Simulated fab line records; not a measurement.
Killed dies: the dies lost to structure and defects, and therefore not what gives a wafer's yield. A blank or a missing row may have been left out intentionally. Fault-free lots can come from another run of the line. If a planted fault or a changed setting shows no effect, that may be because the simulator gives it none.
Split-lot study    flow n5-finfet    21 wafers read across 7 lots, on a route 1938 steps long

== THE SPLIT ==
At N5_MIM_BOT_LITHO_EXPOSE_05 (exposes mask MIM BOT), the setting dose-mj was moved away from the recipe's 24.25 on 6 of the 21 wafers read, by -4.6% to +6.8%. The other wafers ran this setting at the recipe's value.

== FROM THE SPLIT TO THE READING: what the file shows between them, 3 steps ==
- N5_MIM_BOT_LITHO_PEB_06
- N5_MIM_BOT_LITHO_DEVELOP_07: develop time 60 s
- N5_MIM_BOT_LITHO_HARDBAKE_09: time 120 s

== THE READING ==
cd-nm (nm) at N5_MIM_BOT_LITHO_CD_MEAS_08, where the cd target is 3000 nm. On this fab line, fault-free wafers typically give 2998.2 nm with a standard deviation of 2.5 nm.

wafer   tool, chamber at the split  dose-mj as run  against the recipe  cd-nm, nm  against lot-mates on the recipe
L076.1  krf-scanner-02, 0           24.25           recipe              2995.3     -
L076.5  krf-scanner-02, 0           24.25           recipe              2998.6     -
L076.6  krf-scanner-02, 0           24.25           recipe              2996.4     -
L078.1  krf-scanner-01, 0           24.25           recipe              2997.6     -
L078.2  krf-scanner-01, 0           25.37           +4.6%               3009.5     +11.9
L078.4  krf-scanner-01, 0           25.37           +4.6%               3002.1     +4.5
L080.1  krf-scanner-01, 0           24.25           recipe              3000.5     -
L080.2  krf-scanner-01, 0           24.25           recipe              2997.5     -
L080.5  krf-scanner-01, 0           25.89           +6.8%               3009.9     +10.9
L084.2  krf-scanner-02, 0           24.25           recipe              2998.4     -
L084.3  krf-scanner-02, 0           24.25           recipe              2996.3     -
L084.6  krf-scanner-02, 0           24.25           recipe              2997.6     -
L090.1  krf-scanner-01, 0           24.25           recipe              2996.9     -
L090.3  krf-scanner-01, 0           25.51           +5.2%               3006.4     +9.5
L090.5  krf-scanner-01, 0           24.25           recipe              2997.0     -
L093.1  krf-scanner-02, 0           24.25           recipe              2997.3     -
L093.3  krf-scanner-02, 0           24.25           recipe              3002.0     -
L093.4  krf-scanner-02, 0           24.25           recipe              3001.4     -
L095.1  krf-scanner-02, 0           23.13           -4.6%               2987.9     -10.2
L095.3  krf-scanner-02, 0           24.25           recipe              2998.1     -
L095.6  krf-scanner-02, 0           23.13           -4.6%               2988.3     -9.8

FIT RESULTS
A straight line over all 21 wafers: cd-nm changes by +1.84 nm for each +1% of dose-mj; r = +0.93; the points scatter about the line by 2.1 nm.
The same after taking each lot's own level away (the mean of its wafers on the recipe; 21 wafers): +1.86 nm for each +1%; r = +0.95; scatter 1.8 nm.
Per that fit: largest dose-mj move, reading shift of 13 nm.
Across the lots, their own levels run from 2996.77 to 3000.23 nm, a range of 1.4 times the standard deviation given above.
The two slopes are in agreement: the lot-to-lot level therefore moves the slope only a little.
Check: +12.9 nm against its lot-mates is what the line predicts for one of the wafers moved furthest among these (+6.8%) when that wafer is left out of the fit. Against them it came out at +10.9 nm.

== THE OTHER SPLITS THESE WAFERS WENT THROUGH ==
Note: prior to the reading, these wafers also went through further splits. Each is held against what the fit with the lots' levels taken away leaves over:
other split on the same wafers         wafers away from the commonest value  r with cd-nm (lot level and that fit taken away)
N5_BEOL_M14_DEVELOP_27 develop-time-s  7                                     +0.12
N5_BEOL_M15_SPUTTER_44 power-w         7                                     -0.01
N5_BEOL_M15_DEP_53 time-s              9                                     +0.08

== FILE'S OWN FIT ==
cd-nm changes by +1.79 nm for each +1% of dose-mj, r = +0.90.
